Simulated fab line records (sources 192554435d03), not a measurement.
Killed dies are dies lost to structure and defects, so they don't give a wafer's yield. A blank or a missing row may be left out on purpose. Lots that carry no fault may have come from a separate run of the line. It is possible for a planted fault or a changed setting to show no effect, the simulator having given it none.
fab line records ; flow n5-finfet ; part 2 of 2: steps 21 to 26 of 26
record: lots: 5; wafers: 15; last-day: 18
route steps=1938 shown FIN_SAQP@106
lots with no fault: from the same line, run without faults
start-h: start of the lot's first displayed wafer, in hours after the record's first day ; wait-h: hours since the lot's step before ; " unchanged from the row above ; L1.1+2: a single row standing in for several wafers ; - value missing, or start not given ; * or withheld: withheld ; < > ~ a bound
route shown NAME@n: names a module that has steps shown in the file, with the first one's number in the route ; usual: average and standard deviation across the fault-free wafers ; same: alike in all rows ; chamber/n: place in a boat ; sites: the reading at each site ; _std_site: standard deviation of those values ; _edge_site: inner sites' mean taken away from outer sites' mean ; radius-mm: for every site, how far away it sits from the centre of the wafer ; mask NAME#n: copy n ; behind: the tool/chamber that last shaped the wafer ; hold: what put the lot on hold/how long, in hours/how the hold closed ; device: the n, p or np transistor that did not switch ; end of line: at the end of the route, the tests of the same wafers ; where a step has no rows: the recipe by itself ; killed: dies that structure and defects cost at the first sort, which is not the same as the wafer's yield ; map: per-die view of a wafer (x killed, . not killed, _ where there is no die)
set.NAME: the setting as run; set.NAME@STEP: as run at that earlier step ; model.NAME: the simulator's own value behind a step, which no gauge read
a table for each step, a row for each wafer; lots at some steps of the route
services: from which hour (start-h, from the record's first day; less than 0 if before it) a tool's chamber was out of use, for how many hours, and why
== steps ==
step: N5_FIN_SAQP_SPACER1_ETCHBACK_25
recipe: chemistry: CHF3/O2; mode: anisotropic-etchback; target: SiO2; target-depth-a: 244; time-s: 12.2; pressure-mtorr: 30; source-w: 650; bias-w: 170; Ar_flow_sccm: 200; CHF3_flow_sccm: 50; O2_flow_sccm: 5; ion-energy-ev: 200
usual: drypump-motor-current-A: 5.7/0.5; oes-product-au: 0.80/0.083; rf-vpp-V: 523/15; showerhead-plenum-p-Torr: 2.44/0.069; throttle-valve-pct: 18.82/0.26
lot.wafer;tool;chamber;start-h;wait-h;drypump-motor-current-A;oes-product-au;rf-hours-counter-h;rf-vpp-V;showerhead-plenum-p-Torr;throttle-valve-pct
L074.2;rie-diel-06;2;23.49;0.4;5.9;0.84;70;541;2.56;18.92
L074.4;rie-diel-06;1;23.49;0.4;5.2;0.79;82;550;2.52;18.97
L074.6;rie-diel-06;0;23.49;0.4;6.7;0.71;-;519;2.48;19.05
L084.3;rie-diel-02;0;83.79;0.4;6.1;0.86;49;526;2.47;18.53
L084.5;rie-diel-02;2;83.79;0.4;5.1;0.94;-;495;2.36;18.50
L084.6;rie-diel-02;3;83.79;0.4;5.2;0.74;-;522;2.51;19.32
L095.2;rie-diel-02;0;149.98;0.4;6.1;0.83;72;526;2.46;18.55
L095.3;rie-diel-02;2;149.98;0.4;5.1;0.90;42;494;2.35;18.55
L095.4;rie-diel-02;1;149.98;0.4;5.5;0.69;207;536;2.48;18.76
L096.1;rie-diel-06;3;156.33;0.4;5.7;0.76;142;537;2.33;18.81
L096.2;rie-diel-06;1;156.33;0.4;5.2;0.75;126;549;2.51;19.04
L096.6;rie-diel-06;0;156.33;0.4;6.7;0.97;-;519;2.46;18.68
L097.1;rie-diel-01;1;161.87;0.4;6.4;0.80;109;527;2.34;18.76
L097.2;rie-diel-01;2;161.87;0.4;6.3;0.69;246;502;2.38;18.95
L097.4;rie-diel-01;0;161.87;0.4;5.7;0.75;157;524;2.42;18.79
step: N5_FIN_SAQP_MANDREL1_REMOVE_56
recipe: chemistry: HBr/Cl2/O2; bt-time-s: 10; target: a-Si; stop-on: SiNx; endpoint: OES-SiCl; over-etch-frac: 1; icp-w: 600; bias-w: 22; HBr_flow_sccm: 150; Cl2_flow_sccm: 80; O2_flow_sccm: 5; pressure-mtorr: 10
usual: drypump-motor-current-A: 5.43/0.27; oes-product-au: 1.002/0.017; throttle-valve-pct: 36.62/0.24
lot.wafer;tool;chamber;start-h;wait-h;drypump-motor-current-A;oes-product-au;rf-hours-counter-h;throttle-valve-pct
L074.2;rie-si-01;3;23.58;0.1;5.81;1.015;195;36.34
L074.4;rie-si-01;3;23.58;0.1;5.84;1.013;-;36.31
L074.6;rie-si-01;0;23.58;0.1;5.67;1.000;-;36.84
L084.3;rie-si-01;2;83.87;0.1;5.22;1.001;132;36.70
L084.5;rie-si-01;2;83.87;0.1;5.28;0.995;-;36.69
L084.6;rie-si-01;1;83.87;0.1;5.31;0.987;-;36.45
L095.2;rie-si-05;2;150.06;0.1;5.02;1.001;96;36.89
L095.3;rie-si-05;3;150.06;0.1;5.83;0.998;9;36.78
L095.4;rie-si-05;3;150.06;0.1;5.85;0.998;-;36.77
L096.1;rie-si-01;0;156.42;0.1;5.66;1.015;195;36.86
L096.2;rie-si-01;3;156.42;0.1;5.83;1.013;0;35.97
L096.6;rie-si-01;1;156.42;0.1;5.31;0.990;-;36.44
L097.1;rie-si-01;2;161.96;0.1;5.19;0.983;134;36.70
L097.2;rie-si-01;3;161.96;0.1;5.83;0.998;0;35.96
L097.4;rie-si-01;3;161.96;0.1;5.85;1.005;-;35.97
step: N5_FIN_SAQP_CD_MEAS_27
recipe: target-cd-nm: 20; landing-energy-ev: 1000; detector: se-inlens; polarity: line
usual: cd-nm: 20.23/0.24
same: landing-energy-ev: 1000
lot.wafer;tool;chamber;start-h;wait-h;cd-nm
L074.2;cd-sem-02;0;23.69;0.1;20.47
L074.4;cd-sem-02;0;23.69;0.1;20.23
L074.6;cd-sem-02;0;23.69;0.1;20.53
L084.3;cd-sem-02;0;83.99;0.1;20.23
L084.5;cd-sem-02;0;83.99;0.1;19.93
L084.6;cd-sem-02;0;83.99;0.1;19.95
L095.2;cd-sem-02;0;150.18;0.1;20.11
L095.3;cd-sem-02;0;150.18;0.1;20.33
L095.4;cd-sem-02;0;150.18;0.1;19.88
L096.1;cd-sem-01;0;156.53;0.1;19.79
L096.2;cd-sem-01;0;156.53;0.1;19.82
L096.6;cd-sem-01;0;156.53;0.1;20.11
L097.1;cd-sem-03;0;162.07;0.1;20.40
L097.2;cd-sem-03;0;162.07;0.1;20.38
L097.4;cd-sem-03;0;162.07;0.1;20.12
step: N5_FIN_SAQP_ETCH_57
recipe: chemistry: CH3F/O2; target: SiNx; mask-material: SiO2; target-depth-a: 325; time-s: 46.4; pressure-mtorr: 30; source-w: 395; bias-w: 73; Ar_flow_sccm: 150; CH3F_flow_sccm: 30; O2_flow_sccm: 20; ion-energy-ev: 120; ends: cleared
usual: drypump-motor-current-A: 5.7/0.49; etch-rf-on-time-s: 46.4/1.1; oes-product-au: 0.68/0.065; rf-vpp-V: 298/8.2; showerhead-plenum-p-Torr: 2.02/0.061; throttle-valve-pct: 16.27/0.25
lot.wafer;tool;chamber;start-h;wait-h;drypump-motor-current-A;etch-rf-on-time-s;oes-product-au;rf-hours-counter-h;rf-vpp-V;showerhead-plenum-p-Torr;throttle-valve-pct
L074.2;rie-diel-01;1;23.74;0.0;6.3;45.5;0.74;61;300;1.96;16.14
L074.4;rie-diel-01;0;23.74;0.0;5.8;46.9;0.68;110;297;2.02;16.15
L074.6;rie-diel-01;3;23.74;0.0;5.3;46.6;0.83;-;294;1.97;16.05
L084.3;rie-diel-06;1;84.03;0.0;5.2;46.9;0.68;99;312;2.09;16.45
L084.5;rie-diel-06;2;84.03;0.0;5.9;46.4;0.69;-;306;2.12;16.35
L084.6;rie-diel-06;3;84.03;0.0;5.6;44.3;0.67;-;303;1.94;16.20
L095.2;rie-diel-06;2;150.50;0.3;5.9;45.7;0.68;114;308;2.11;16.40
L095.3;rie-diel-06;3;150.50;0.3;5.6;44.9;0.65;140;305;1.93;16.23
L095.4;rie-diel-06;1;150.50;0.3;5.2;48.9;0.65;-;311;2.09;16.51
L096.1;rie-diel-06;3;156.67;0.1;5.6;43.7;0.65;142;306;1.93;16.25
L096.2;rie-diel-06;0;156.67;0.1;6.7;44.8;0.83;1;295;2.04;16.09
L096.6;rie-diel-06;1;156.67;0.1;5.2;47.0;0.65;-;311;2.08;16.49
L097.1;rie-diel-06;0;162.12;0.0;6.7;45.7;0.81;3;294;2.04;16.09
L097.2;rie-diel-06;3;162.12;0.0;5.6;44.1;0.65;144;304;1.93;16.26
L097.4;rie-diel-06;2;162.12;0.0;5.9;45.4;0.67;118;307;2.11;16.40
step: N5_FIN_SAQP_ETCH_65
recipe: chemistry: CF4; target: SiO2; target-depth-a: 40; ion-energy-ev: 350; time-s: 4.4; pressure-mtorr: 10; icp-w: 800; bias-w: 400; cf4-flow-sccm: 80
usual: drypump-motor-current-A: 5.43/0.26; oes-product-au: 1.001/0.023; throttle-valve-pct: 21.72/0.18
lot.wafer;tool;chamber;start-h;wait-h;drypump-motor-current-A;oes-product-au;rf-hours-counter-h;throttle-valve-pct
L074.2;rie-si-03;2;23.84;0.1;5.31;1.050;173;21.37
L074.4;rie-si-03;1;23.84;0.1;5.54;0.983;154;21.95
L074.6;rie-si-03;3;23.84;0.1;5.06;0.997;-;21.72
L084.3;rie-si-05;0;84.14;0.1;5.27;1.005;196;21.99
L084.5;rie-si-05;1;84.14;0.1;5.37;0.999;-;22.06
L084.6;rie-si-05;0;84.14;0.1;5.25;1.004;-;22.00
L095.2;rie-si-03;2;150.61;0.1;5.34;1.051;175;21.38
L095.3;rie-si-03;1;150.61;0.1;5.56;0.985;156;21.94
L095.4;rie-si-03;3;150.61;0.1;5.05;1.003;-;21.72
L096.1;rie-si-05;1;156.78;0.1;5.36;0.989;91;22.09
L096.2;rie-si-05;3;156.78;0.1;5.81;0.994;9;21.79
L096.6;rie-si-05;2;156.78;0.1;5.03;0.992;-;21.91
L097.1;rie-si-05;2;162.22;0.1;5.07;1.001;96;21.91
L097.2;rie-si-05;1;162.22;0.1;5.35;1.000;91;22.08
L097.4;rie-si-05;3;162.22;0.1;5.87;0.996;-;21.78
step: N5_FIN_SAQP_MANDREL_ETCH_58
recipe: chemistry: HBr/Cl2; target: a-Si; target-depth-a: 450; bt-time-s: 10; stop-on: SiNx; mask-material: SiO2; over-etch-frac: 0.8; time-s: 27; pressure-mtorr: 10; icp-w: 800; bias-w: 75; HBr_flow_sccm: 150; Cl2_flow_sccm: 80; ends: end-point
usual: drypump-motor-current-A: 5.44/0.26; oes-product-au: 0.701/0.011; throttle-valve-pct: 35.52/0.23
lot.wafer;tool;chamber;start-h;wait-h;drypump-motor-current-A;oes-product-au;rf-hours-counter-h;throttle-valve-pct
L074.2;rie-si-03;2;23.88;0.0;5.33;0.727;173;35.27
L074.4;rie-si-03;1;23.88;0.0;5.61;0.701;154;35.49
L074.6;rie-si-03;3;23.88;0.0;5.10;0.692;-;35.44
L084.3;rie-si-05;0;84.17;0.0;5.26;0.697;196;35.68
L084.5;rie-si-05;1;84.17;0.0;5.38;0.706;-;35.95
L084.6;rie-si-05;0;84.17;0.0;5.25;0.706;-;35.69
L095.2;rie-si-03;2;150.64;0.0;5.32;0.712;175;35.28
L095.3;rie-si-03;1;150.64;0.0;5.63;0.686;156;35.51
L095.4;rie-si-03;3;150.64;0.0;5.02;0.704;-;35.43
L096.1;rie-si-05;1;156.81;0.0;5.36;0.686;91;35.96
L096.2;rie-si-05;3;156.81;0.0;5.83;0.697;9;35.63
L096.6;rie-si-05;2;156.81;0.0;5.07;0.702;-;35.74
L097.1;rie-si-05;2;162.26;0.0;5.09;0.706;96;35.77
L097.2;rie-si-05;1;162.26;0.0;5.38;0.688;91;35.97
L097.4;rie-si-05;3;162.26;0.0;5.83;0.696;-;35.65
== services ==
tool;chamber;start-h;hours;kind
rie-si-05;3;8.72;4.0;repair
vapor-etch-01;-;14.65;2.8;pm
rie-si-01;2;21.23;8.5;repair
ald-sin-02;1;22.17;4.4;repair
arfi-scanner-03;-;26.12;1.0;pm
ald-sin-02;0;27.26;2.7;repair
arfi-scanner-02;-;43.79;0.8;pm
arfi-scanner-02;-;51.48;1.3;pm
rie-diel-06;3;64.66;2.3;repair
rie-diel-06;1;65.05;7.5;repair
arfi-scanner-03;-;68.86;1.3;pm
rie-diel-02;-;69.83;0.6;repair
rie-si-01;-;71.69;0.3;repair
rie-diel-02;0;76.98;6.3;repair
rie-si-05;-;78.81;0.6;repair
vapor-etch-01;-;84.43;0.4;repair
rie-si-01;-;85.38;0.3;repair
rie-si-05;1;97.70;1.4;repair
rie-diel-06;2;114.80;11.1;repair
rie-si-05;-;125.17;14.6;pm
rie-si-03;-;125.61;14.6;pm
rie-si-01;2;130.59;6.1;repair
rie-si-01;-;137.86;0.6;repair
rie-si-03;0;148.88;4.4;repair
